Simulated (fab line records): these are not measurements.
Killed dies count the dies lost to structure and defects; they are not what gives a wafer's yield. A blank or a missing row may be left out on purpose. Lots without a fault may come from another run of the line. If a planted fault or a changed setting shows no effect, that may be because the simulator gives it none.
Code-filled problem report in 8D (eight disciplines) form | flow n5Finfet | the parts of the form that need people (team, actions taken, sign-off) are left out

== 1. WHAT IS WRONG ==
Mean of thkNm at N5_SD_EPI_P_EPI_MEAS_23: 43.8 nm across 6 wafers in 2 lots; on wafers with no fault it is 61.1 nm (standard deviation 1.3). Measured from the usual mean, that is -13 standard deviations.
First observed at day 5 03:17: wafer L389.4, on filmMetro-02. The record holds 23 wafers of 8 lots with a number at this step. The rule behind "out" and "out of limits": a value lying over 4 standard deviations away from the usual mean. Any other wafer with a number is counted as sound.

== 2. WHAT IT IS, WHAT IT ISN'T ==
question                    | is                     | is not
which readings at this step | thkNm                  | -
which lots                  | L389, L390             | L383, L385, L387, L398, L401, L404
which wafers of those lots  | all that have a number | -
read on which gauges        | filmMetro-02           | filmMetro-01
when                        | from day 5 03:17       | up to then (8 sound wafers); but 9 sound wafers of L398, L401, L404 came after

== 3. SUSPECTS, AND WHAT RULES EACH OUT ==
Counting: a tool at a process step up to the reading stays a suspect if it ran every lot that is out and no sound lot after the first of them.
- the gauge at N5_SD_EPI_P_EPI_MEAS_23: ruled out. All the wafers that are out were read on filmMetro-02, but those of them that N5_SD_EPI_P_EPI_21 has rows for are out there too, on other tools.
- epiRpcvd-04 at N5_SD_EPI_P_EPI_21 (deposits SiGe:B, time 355 s): kept. It processed each lot that is out, first L389 at day 5 02:08, and no sound lot thereafter; up to then, the last sound lot it processed was L385 at day 4 00:49. Out on those wafers are its own readings of chamberPressureTorr.
Remaining after the count: epiRpcvd-04 at N5_SD_EPI_P_EPI_21.

== 4. THE CAUSE (what the simulator had put in) ==
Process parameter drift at N5_SD_EPI_P_EPI_21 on epiRpcvd-04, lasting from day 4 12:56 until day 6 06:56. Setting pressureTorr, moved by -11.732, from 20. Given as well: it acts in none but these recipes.
Counting left only this tool.

== 5. SEQUENCE OF EFFECTS, ordered by route ==
Each row: a reading where the mean over the struck wafers with a number is more than 3 standard deviations away from the usual. Scope: only readings with a usual standard deviation given in the record; hours: median across lots of the time from each lot's start at the first step in this table that gives one to its start at this step; sigmas: change in usual standard deviations.
hours | step                        | reading             | usual        | on struck wafers | change | sigmas
0     | N5_SD_EPI_P_EPI_21          | chamberPressureTorr | 20.00 Torr   | 8.24             | -11.76 | -99 or more
1     | N5_SD_EPI_P_EPI_MEAS_23     | thkNm               | 61.1 nm      | 43.8             | -17.3  | -13
2     | N5_SD_ACTIVATION_RS_MEAS_03 | RS_SD_P             | 56.1 ohm/sq  | 102.3            | +46.2  | +53
113   | N5_BEOL_M4_RC_MEAS_101      | ION_P               | 464 uA/um    | 422              | -42    | -5.2
113   | N5_BEOL_M4_RC_MEAS_101      | RC_DENSE_P          | 23.7 ohm.um  | 27.9             | +4.2   | +5.1
113   | N5_BEOL_M4_RC_MEAS_101      | RC_P                | 19.3 ohm.um  | 22.8             | +3.5   | +5.5
113   | N5_BEOL_M4_RC_MEAS_101      | REXT_P              | 100.4 ohm.um | 138.6            | +38.2  | +17
113   | N5_BEOL_M4_RC_MEAS_101      | RS_SD_P             | 65.9 ohm/sq  | 117.2            | +51.3  | +55
113   | N5_BEOL_M4_RC_MEAS_101      | VT_P                | -249 mV      | -261             | -12    | -3.4
113   | N5_BEOL_M4_RC_MEAS_101      | VT_P_LVT            | -98 mV       | -111             | -13    | -4.1
217   | N5_PASSIVATION_PROBE_49     | sort_bin_8_speed    | 0.01 %       | 68.91            | +68.90 | +99 or more
217   | N5_PASSIVATION_PROBE_49     | sortNPass           | 1076         | 273              | -803   | -45
217   | N5_PASSIVATION_PROBE_49     | sortYieldPct        | 91.2 %       | 23.2             | -68.0  | -45
It contains these process steps:
- N5_SD_EPI_P_EPI_21: deposits SiGe:B, time 355 s.
- N5_PASSIVATION_PROBE_49

== 6. WHAT WOULD HAVE CAUGHT IT SOONER ==
14 hours passed between the start of the fault at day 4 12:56 and the first reading out of limits at a measuring or inspecting step in this record, taken at day 5 03:17.
The tool's own readings at N5_SD_EPI_P_EPI_21 were out on every struck wafer that the step has a row for (chamberPressureTorr): an alarm limit on them would have fired on the first of those.
L390, from the lots that are out (2), started N5_SD_EPI_P_EPI_21 on epiRpcvd-04 later than day 5 03:17. A tool hold placed at that time would have kept it from harm.
